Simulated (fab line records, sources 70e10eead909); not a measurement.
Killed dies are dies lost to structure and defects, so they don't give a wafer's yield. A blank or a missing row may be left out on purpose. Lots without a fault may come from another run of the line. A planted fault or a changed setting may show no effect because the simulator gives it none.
Which tool did it? | flow nand_harc | 12 lots, 36 wafers sampled, at 5 steps of a route of 1302

WHAT THE GAUGES READ, wafer by wafer
NHARC_END_SORT_01. Usual: killed_at_array 57, standard deviation 19; killed_at_other 0.9, standard deviation 1.1; killed_at_periphery 4.0, standard deviation 2.6; killed_dies 62, standard deviation 19; killed_open 3.3, standard deviation 1.8; killed_short 2.4, standard deviation 1.7.
lot  | measured     | on        | killed_at_array | killed_at_other | killed_at_periphery | killed_dies | killed_open | killed_short | flag
L511 | day 29 00:13 | prober-01 | 81 69 126       | 2 0 0           | 3 0 4               | 86 69 130   | 2 1 4       | 6 1 1        |
L512 | day 30 21:44 | prober-02 | 97 117 85       | 1 0 1           | 4 4 3               | 102 121 89  | 2 3 5       | 1 0 1        |

WHICH TOOL RAN EACH LOT (tool, then ch and the chambers of the sampled wafers, then the start)
lot  | NHARC_A_STAIRCASE_ETCHBACK_422     | NHARC_A_SGD_CUT_DEP_20       | NHARC_A_SLIT_ETCH_26             | NHARC_A_SLIT_ETCH_29
L501 | rie_diel-04 ch 1,2, day 19 18:04   | fcvd-01 ch 0,1, day 19 21:36 | har_etch-01 ch 0, day 20 20:04   | rie_diel-01 ch 0,1,2, day 20 20:56
L505 | rie_diel-04 ch 0,1,2, day 20 16:21 | fcvd-01 ch 0,1, day 20 19:35 | har_etch-01 ch 0,1, day 21 15:08 | rie_diel-01 ch 1,2,3, day 21 15:59
L504 | rie_diel-07 ch 1,2, day 20 16:31   | fcvd-02 ch 0,1, day 20 19:55 | har_etch-02 ch 0,1, day 21 11:32 | rie_diel-01 ch 0,1,3, day 21 12:25
L507 | rie_diel-08 ch 0,1,3, day 21 09:40 | fcvd-01 ch 0,1, day 21 13:14 | har_etch-01 ch 0,1, day 22 07:54 | rie_diel-09 ch 0,1,3, day 22 08:47
L508 | rie_diel-04 ch 0,3, day 22 03:46   | fcvd-01 ch 0,1, day 22 07:11 | har_etch-02 ch 0,1, day 22 22:54 | rie_diel-09 ch 0,2, day 22 23:45
L511 | rie_diel-08 ch 0,1, day 23 11:49   | fcvd-01 ch 0,1, day 23 15:28 | har_etch-02 ch 0,1, day 24 09:50 | rie_diel-09 ch 0,1,2, day 24 10:43
L512 | rie_diel-07 ch 1,3, day 24 07:05   | fcvd-01 ch 0,1, day 24 10:26 | har_etch-02 ch 0,1, day 26 09:56 | rie_diel-01 ch 0,1, day 26 10:54
L518 | rie_diel-07 ch 1,2,3, day 25 15:43 | fcvd-02 ch 0,1, day 25 19:19 | har_etch-01 ch 0,1, day 26 11:34 | rie_diel-09 ch 0,2,3, day 26 12:28
L520 | rie_diel-04 ch 0,1,2, day 27 06:59 | fcvd-01 ch 0,1, day 27 10:19 | har_etch-01 ch 0,1, day 28 04:57 | rie_diel-09 ch 0,1, day 28 05:51
L521 | rie_diel-04 ch 0,1,3, day 27 16:56 | fcvd-02 ch 0,1, day 27 20:55 | har_etch-02 ch 0,1, day 28 15:14 | rie_diel-03 ch 1,2, day 28 16:06
L522 | rie_diel-04 ch 0,1,2, day 28 17:49 | fcvd-02 ch 0,1, day 28 23:52 | har_etch-02 ch 0,1, day 29 15:06 | rie_diel-03 ch 0,2,3, day 29 15:56
L523 | rie_diel-07 ch 0,1, day 28 23:59   | fcvd-02 ch 0,1, day 29 03:24 | har_etch-01 ch 0,1, day 29 18:56 | rie_diel-03 ch 0,1,3, day 29 19:46
- NHARC_A_STAIRCASE_ETCHBACK_422: etches the open film in CH3F/O2, target depth 40 nm, time 74.286 s.
- NHARC_A_SGD_CUT_DEP_20: deposits SiO2, target thk 150 nm.
- NHARC_A_SLIT_ETCH_26: etches the open film in C4F8/O2/Ar, time 90 s, target depth 400 nm.
- NHARC_A_SLIT_ETCH_29: etches the open film in CF4/O2, target depth 100 nm, overetch 10 nm, time 55 s.

WHAT THE TOOLS THEMSELVES READ (means of the sampled wafers that have a number; where no wafer has one, the mark that the record gives instead)
NHARC_A_STAIRCASE_ETCHBACK_422. Usual: bias_w 99.97 W, standard deviation 0.29; drypump_motor_current_A 5.9 A, standard deviation 0.39; oes_product_au 0.95 a.u., standard deviation 0.035; rf_vpp_V 244.5 V, standard deviation 1.8; showerhead_plenum_p_Torr 2.47 Torr, standard deviation 0.11; throttle_valve_pct 20.664 %, standard deviation 0.0093.
lot  | tool        | bias_w (W) | drypump_motor_current_A (A) | oes_product_au (a.u.) | rf_vpp_V (V) | showerhead_plenum_p_Torr (Torr) | throttle_valve_pct (%) | flag
L501 | rie_diel-04 | 100.25     | 5.8                         | 0.94                  | 242.5        | 2.38                            | 20.662                 |
L505 | rie_diel-04 | 100.12     | 5.9                         | 0.93                  | 245.0        | 2.46                            | 20.663                 |
L504 | rie_diel-07 | 99.92      | 6.0                         | 0.91                  | 244.2        | 2.46                            | 20.663                 |
L507 | rie_diel-08 | 99.96      | 6.0                         | 0.92                  | 245.6        | 2.58                            | 20.661                 |
L508 | rie_diel-04 | 100.01     | 6.1                         | 0.91                  | 245.3        | 2.58                            | 20.659                 |
L511 | rie_diel-08 | 99.92      | 6.0                         | 0.99                  | 245.7        | 2.56                            | 20.664                 |
L512 | rie_diel-07 | 99.87      | 5.3                         | 0.93                  | 245.0        | 2.48                            | 20.656                 |
L518 | rie_diel-07 | 99.94      | 5.7                         | 0.92                  | 244.4        | 2.48                            | 20.657                 |
L520 | rie_diel-04 | 99.98      | 5.9                         | 0.92                  | 243.6        | 2.44                            | 20.665                 |
L521 | rie_diel-04 | 99.96      | 6.1                         | 0.92                  | 245.4        | 2.49                            | 20.672                 |
L522 | rie_diel-04 | 100.23     | 5.9                         | 1.00                  | 243.9        | 2.43                            | 20.661                 |
L523 | rie_diel-07 | 99.95      | 6.2                         | 0.99                  | 241.9        | 2.34                            | 20.658                 |

NHARC_A_SLIT_ETCH_26. Usual: drypump_motor_current_A 5.5 A, standard deviation 0.46; oes_air_line_au 0.999 a.u., standard deviation 0.021; showerhead_plenum_p_Torr 3.69 Torr, standard deviation 0.14; throttle_valve_pct 27.620 %, standard deviation 0.0091.
lot  | tool        | drypump_motor_current_A (A) | oes_air_line_au (a.u.) | showerhead_plenum_p_Torr (Torr) | throttle_valve_pct (%) | flag
L501 | har_etch-01 | 4.8                         | 0.997                  | 3.67                            | 27.618                 |
L505 | har_etch-01 | 5.2                         | 1.010                  | 3.63                            | 27.622                 |
L504 | har_etch-02 | 5.6                         | 0.995                  | 3.87                            | 27.624                 |
L507 | har_etch-01 | 5.2                         | 1.018                  | 3.62                            | 27.616                 |
L508 | har_etch-02 | 5.5                         | 1.004                  | 3.78                            | 27.617                 |
L511 | har_etch-02 | 5.5                         | 0.983                  | 3.85                            | 27.621                 |
L512 | har_etch-02 | 5.6                         | 0.960                  | 3.84                            | 27.620                 |
L518 | har_etch-01 | 5.7                         | 1.010                  | 3.56                            | 27.621                 |
L520 | har_etch-01 | 5.6                         | 0.988                  | 3.55                            | 27.622                 |
L521 | har_etch-02 | 5.5                         | 0.982                  | 3.73                            | 27.620                 |
L522 | har_etch-02 | 5.5                         | 0.986                  | 3.80                            | 27.621                 |
L523 | har_etch-01 | 5.2                         | 1.011                  | 3.57                            | 27.626                 |

NHARC_A_SLIT_ETCH_29. Usual: bias_w 100.0 W, standard deviation 0.35; drypump_motor_current_A 5.9 A, standard deviation 0.54; oes_product_au 1.001 a.u., standard deviation 0.0094; rf_vpp_V 197.3 V, standard deviation 1.3; showerhead_plenum_p_Torr 1.31 Torr, standard deviation 0.047; throttle_valve_pct 13.397 %, standard deviation 0.0091.
lot  | tool        | bias_w (W) | drypump_motor_current_A (A) | oes_product_au (a.u.) | rf_vpp_V (V) | showerhead_plenum_p_Torr (Torr) | throttle_valve_pct (%) | flag
L501 | rie_diel-01 | 100.1      | 6.0                         | 0.996                 | 197.6        | 1.31                            | 13.398                 |
L505 | rie_diel-01 | 99.9       | 5.9                         | 1.002                 | 196.0        | 1.30                            | 13.397                 |
L504 | rie_diel-01 | 100.2      | 6.2                         | 0.995                 | 197.2        | 1.30                            | 13.391                 |
L507 | rie_diel-09 | 100.2      | 5.9                         | 1.002                 | 196.5        | 1.31                            | 13.404                 |
L508 | rie_diel-09 | 99.8       | 6.3                         | 0.994                 | 196.2        | 1.31                            | 13.396                 |
L511 | rie_diel-09 | 99.7       | 5.8                         | 0.999                 | 197.3        | 1.35                            | 13.397                 |
L512 | rie_diel-01 | 99.9       | 6.2                         | 1.002                 | 197.6        | 1.30                            | 13.399                 |
L518 | rie_diel-09 | 99.8       | 6.2                         | 1.002                 | 196.9        | 1.32                            | 13.396                 |
L520 | rie_diel-09 | 100.1      | 6.0                         | 1.010                 | 197.1        | 1.30                            | 13.392                 |
L521 | rie_diel-03 | 99.7       | 5.4                         | 1.008                 | 196.4        | 1.29                            | 13.408                 |
L522 | rie_diel-03 | 100.0      | 5.6                         | 1.003                 | 197.5        | 1.30                            | 13.399                 |
L523 | rie_diel-03 | 100.4      | 5.8                         | 1.008                 | 197.5        | 1.32                            | 13.391                 |

THE ANSWER, worked out from the rows above alone
Rule: a lot is off if the mean of its wafers that have a number lies more than 3 standard deviations from the usual mean. A lot without any number at a reading at which 4 lots or more have one is off too. The other lots that the step has rows for count as sound. The gauges are gone through in route order, then the tools' own readings, and for those a lot's mean is taken as printed above. The first step at which some lot is off is used, and at that step the reading that is off furthest; a lot without a number counts as furthest.
No lot is off at any reading shown: from this, nothing can be told.

WHAT THE SIMULATOR HAD PUT IN
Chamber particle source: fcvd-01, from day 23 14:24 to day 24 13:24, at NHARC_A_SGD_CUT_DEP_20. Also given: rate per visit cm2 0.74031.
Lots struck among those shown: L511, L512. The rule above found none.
